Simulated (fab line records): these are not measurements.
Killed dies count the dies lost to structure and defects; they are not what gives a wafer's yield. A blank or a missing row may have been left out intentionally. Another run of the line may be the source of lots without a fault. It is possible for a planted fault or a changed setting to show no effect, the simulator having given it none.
Which tool is to blame? | flow n5Finfet | Sampling: 24 lots, 72 wafers, 4 of 1938 route steps

## WHAT EACH GAUGE READ, for each wafer
N5_MOL_CONTACT_COAG_THK_MEAS_29.
lot  | measured     | on           | MD_CAP_THK (nm)
L076 | day 5 18:59  | filmMetro-01 | 18.00 17.95 17.86
L075 | day 5 20:23  | filmMetro-02 | 18.04 17.90 17.79
L077 | day 6 02:27  | filmMetro-02 | 17.95 17.92 17.89
L078 | day 6 07:16  | filmMetro-01 | 17.93 17.90 18.09
L074 | day 6 09:22  | filmMetro-01 | 17.83 17.76 17.81
L079 | day 6 09:41  | filmMetro-01 | 17.91 17.97 17.84
L080 | day 6 13:17  | filmMetro-02 | 17.91 17.95 17.78
L081 | day 6 16:01  | filmMetro-01 | 17.92 18.02 17.93
L082 | day 7 01:22  | filmMetro-02 | 17.93 17.99 17.95
L083 | day 7 09:05  | filmMetro-02 | 17.73 17.91 17.87
L084 | day 7 16:01  | filmMetro-02 | 17.79 17.81 17.79
L085 | day 7 21:04  | filmMetro-01 | 17.94 17.99 17.82
L086 | day 8 08:01  | filmMetro-01 | 17.88 17.92 17.97
L087 | day 8 15:19  | filmMetro-01 | 17.91 17.73 17.81
L088 | day 8 16:48  | filmMetro-01 | 17.81 17.92 18.03
L090 | day 8 21:31  | filmMetro-02 | 17.93 18.04 18.08
L089 | day 9 02:40  | filmMetro-01 | 17.80 17.88 18.12
L091 | day 9 12:02  | filmMetro-01 | 17.99 17.91 17.89
L092 | day 9 13:10  | filmMetro-01 | 17.92 17.91 17.83
L093 | day 9 17:50  | filmMetro-02 | 17.86 17.93 17.94
L094 | day 10 02:28 | filmMetro-02 | 17.86 17.93 17.97
L095 | day 10 10:12 | filmMetro-02 | 17.87 18.04 17.89
L096 | day 10 18:20 | filmMetro-02 | 17.80 17.77 17.77
L097 | day 11 02:07 | filmMetro-02 | 17.98 17.82 17.77

N5_MOL_CONTACT_COAG_INSPECT_57: inspects for defects (brightfield).
lot  | measured     | on               | rawDefectCount
L076 | day 5 21:04  | defectInspect-02 | 192 283 282
L075 | day 5 21:26  | defectInspect-01 | 140 150 95
L077 | day 6 04:08  | defectInspect-01 | 200 140 131
L078 | day 6 08:14  | defectInspect-02 | 143 240 128
L074 | day 6 10:20  | defectInspect-01 | 133 179 247
L079 | day 6 10:49  | defectInspect-01 | 168 132 144
L080 | day 6 14:15  | defectInspect-02 | 256 327 225
L081 | day 6 17:10  | defectInspect-01 | 140 119 133
L082 | day 7 02:27  | defectInspect-01 | 172 177 209
L083 | day 7 10:04  | defectInspect-01 | 151 184 172
L084 | day 7 16:59  | defectInspect-01 | 314 299 221
L085 | day 7 22:03  | defectInspect-01 | 220 197 146
L086 | day 8 09:07  | defectInspect-02 | 168 201 164
L087 | day 8 16:17  | defectInspect-02 | 241 157 256
L088 | day 8 17:53  | defectInspect-01 | 153 191 150
L090 | day 9 01:20  | defectInspect-02 | 187 282 215
L089 | day 9 03:43  | defectInspect-02 | 103 137 132
L091 | day 9 14:01  | defectInspect-02 | 262 351 239
L092 | day 9 14:31  | defectInspect-01 | 161 134 155
L093 | day 9 19:11  | defectInspect-01 | 214 230 169
L094 | day 10 03:34 | defectInspect-02 | 156 138 135
L095 | day 10 12:28 | defectInspect-01 | 212 312 193
L096 | day 10 20:40 | defectInspect-02 | 195 187 220
L097 | day 11 03:05 | defectInspect-02 | 262 193 159

N5_MOL_CONTACT_COAG_CD_MEAS_40: the cd target is 25.1 nm.
lot  | measured     | on       | cdNm (nm)
L076 | day 5 22:53  | cdSem-02 | 25.26 25.19 25.00
L075 | day 5 23:04  | cdSem-02 | 24.83 24.89 24.62
L077 | day 6 05:31  | cdSem-02 | 25.31 24.75 25.10
L078 | day 6 09:39  | cdSem-02 | 25.30 25.25 24.91
L074 | day 6 11:48  | cdSem-03 | 24.71 25.02 24.70
L079 | day 6 12:02  | cdSem-01 | 25.15 24.90 24.82
L080 | day 6 15:52  | cdSem-02 | 25.35 24.77 24.97
L081 | day 6 18:34  | cdSem-01 | 24.70 25.11 25.00
L082 | day 7 03:53  | cdSem-01 | 25.04 24.95 24.86
L083 | day 7 11:29  | cdSem-03 | 24.71 25.28 25.21
L084 | day 7 18:44  | cdSem-02 | 24.66 24.79 24.62
L085 | day 7 23:32  | cdSem-01 | 24.75 25.04 24.75
L086 | day 8 11:04  | cdSem-02 | 25.26 24.98 24.97
L087 | day 8 17:26  | cdSem-03 | 25.13 25.18 25.04
L088 | day 8 19:43  | cdSem-01 | 25.13 24.85 24.98
L090 | day 9 02:40  | cdSem-01 | 24.81 24.91 25.27
L089 | day 9 05:00  | cdSem-01 | 24.85 25.07 25.16
L091 | day 9 15:22  | cdSem-02 | 25.03 24.91 25.19
L092 | day 9 15:58  | cdSem-03 | 25.35 25.07 25.17
L093 | day 9 20:26  | cdSem-01 | 24.74 24.89 24.83
L094 | day 10 04:58 | cdSem-01 | 25.05 25.06 25.72
L095 | day 10 13:45 | cdSem-03 | 24.59 24.57 25.04
L096 | day 10 21:56 | cdSem-01 | 24.95 24.85 25.10
L097 | day 11 04:23 | cdSem-02 | 25.28 25.02 24.93

## WHAT TOOL EACH LOT RAN ON (gives the tool, then ch and the chambers of the sampled wafers, and finally the start)
lot  | N5_MOL_CONTACT_COAG_DESCUM_88
L076 | rieDiel-05 ch 1,2, day 5 21:07
L075 | rieDiel-01 ch 0,1,2, day 5 21:28
L077 | rieDiel-05 ch 0,1,2, day 6 04:10
L078 | rieDiel-01 ch 1,2, day 6 08:16
L074 | rieDiel-05 ch 2,3, day 6 10:40
L079 | rieDiel-03 ch 2,3, day 6 10:53
L080 | rieDiel-01 ch 0,3, day 6 14:26
L081 | rieDiel-03 ch 2,3, day 6 17:26
L082 | rieDiel-03 ch 0,3, day 7 02:38
L083 | rieDiel-05 ch 1,2,3, day 7 10:06
L084 | rieDiel-01 ch 2,3, day 7 17:22
L085 | rieDiel-03 ch 0,1, day 7 22:05
L086 | rieDiel-01 ch 0,1,3, day 8 09:09
L087 | rieDiel-03 ch 0,2,3, day 8 16:19
L088 | rieDiel-03 ch 2,3, day 8 18:05
L090 | rieDiel-05 ch 1,2,3, day 9 01:25
L089 | rieDiel-01 ch 0,2,3, day 9 03:45
L091 | rieDiel-03 ch 0,2,3, day 9 14:07
L092 | rieDiel-01 ch 0,2,3, day 9 14:33
L093 | rieDiel-03 ch 0,1,3, day 9 19:17
L094 | rieDiel-01 ch 0,1, day 10 03:35
L095 | rieDiel-05 ch 0,1,2, day 10 12:30
L096 | rieDiel-01 ch 0,2,3, day 10 20:42
L097 | rieDiel-05 ch 0,2,3, day 11 03:07
- N5_MOL_CONTACT_COAG_DESCUM_88: chemistry O2, time 7 s.

## AS READ BY THE TOOLS THEMSELVES (means over the sampled wafers that have a number; for cases with no such wafer, the mark the record gives instead)
N5_MOL_CONTACT_COAG_DESCUM_88.
lot  | tool       | drypumpMotorCurrentA (A) | oesProductAu (a.u.) | rfVppV (V) | showerheadPlenumPTorr (Torr) | throttleValvePct (%)
L076 | rieDiel-05 | 5.6                      | 0.91                | 243.9      | 2.16                         | 20.37
L075 | rieDiel-01 | 5.5                      | 0.82                | 244.6      | 2.15                         | 20.45
L077 | rieDiel-05 | 5.8                      | 0.89                | 243.6      | 2.10                         | 20.51
L078 | rieDiel-01 | 5.0                      | 0.78                | 243.3      | 2.18                         | 20.66
L074 | rieDiel-05 | 4.9                      | 0.89                | 245.4      | 2.22                         | 20.46
L079 | rieDiel-03 | 5.6                      | 0.76                | 242.5      | 2.08                         | 20.84
L080 | rieDiel-01 | 5.7                      | 0.76                | 244.0      | 2.14                         | 20.24
L081 | rieDiel-03 | 6.0                      | 0.73                | 242.1      | 2.04                         | 20.81
L082 | rieDiel-03 | 5.9                      | 0.74                | 242.5      | 2.12                         | 20.54
L083 | rieDiel-05 | 5.3                      | 0.87                | 244.5      | 2.16                         | 20.43
L084 | rieDiel-01 | 5.2                      | 0.72                | 244.9      | 2.17                         | 20.46
L085 | rieDiel-03 | 5.5                      | 0.77                | 244.1      | 2.16                         | 20.46
L086 | rieDiel-01 | 5.7                      | 0.79                | 244.3      | 2.13                         | 20.33
L087 | rieDiel-03 | 5.8                      | 0.73                | 242.5      | 2.10                         | 20.72
L088 | rieDiel-03 | 5.6                      | 0.74                | 242.2      | 2.08                         | 20.87
L090 | rieDiel-05 | 5.3                      | 0.84                | 243.7      | 2.15                         | 20.45
L089 | rieDiel-01 | 5.6                      | 0.74                | 243.7      | 2.15                         | 20.42
L091 | rieDiel-03 | 5.8                      | 0.72                | 243.4      | 2.09                         | 20.74
L092 | rieDiel-01 | 5.5                      | 0.74                | 243.1      | 2.15                         | 20.44
L093 | rieDiel-03 | 5.7                      | 0.74                | 242.2      | 2.09                         | 20.60
L094 | rieDiel-01 | 5.6                      | 0.83                | 244.3      | 2.13                         | 20.42
L095 | rieDiel-05 | 5.8                      | 0.84                | 243.0      | 2.09                         | 20.54
L096 | rieDiel-01 | 5.5                      | 0.73                | 244.6      | 2.14                         | 20.45
L097 | rieDiel-05 | 5.5                      | 0.82                | 243.1      | 2.15                         | 20.59

## THE ANSWER, worked out from the rows above alone
Rule: what is usual is taken from the lots themselves. Put in order of their means at a reading, lots are off if they are a third of the lots or fewer, leave a main group of 4 or more, and stand apart from it by a gap of 3 or more times the standard deviation of the main group's means; of several such gaps the widest counts. A main group whose means are all the same, to the digits that the tables above print for the reading, isn't used. Also off: a lot with no number at a reading for which 4 or more lots have one. Any other lot the step has rows for is counted as sound. After the gauges, taken in route order, come the tools' own readings; for these a lot's mean is taken, as printed above. The first step at which some lot is off is used, and at that step the reading that is off furthest; a lot without a number counts as furthest.
None of the lots is off at any reading shown; this tells nothing.

## WHAT THE SIMULATOR HAD INSERTED
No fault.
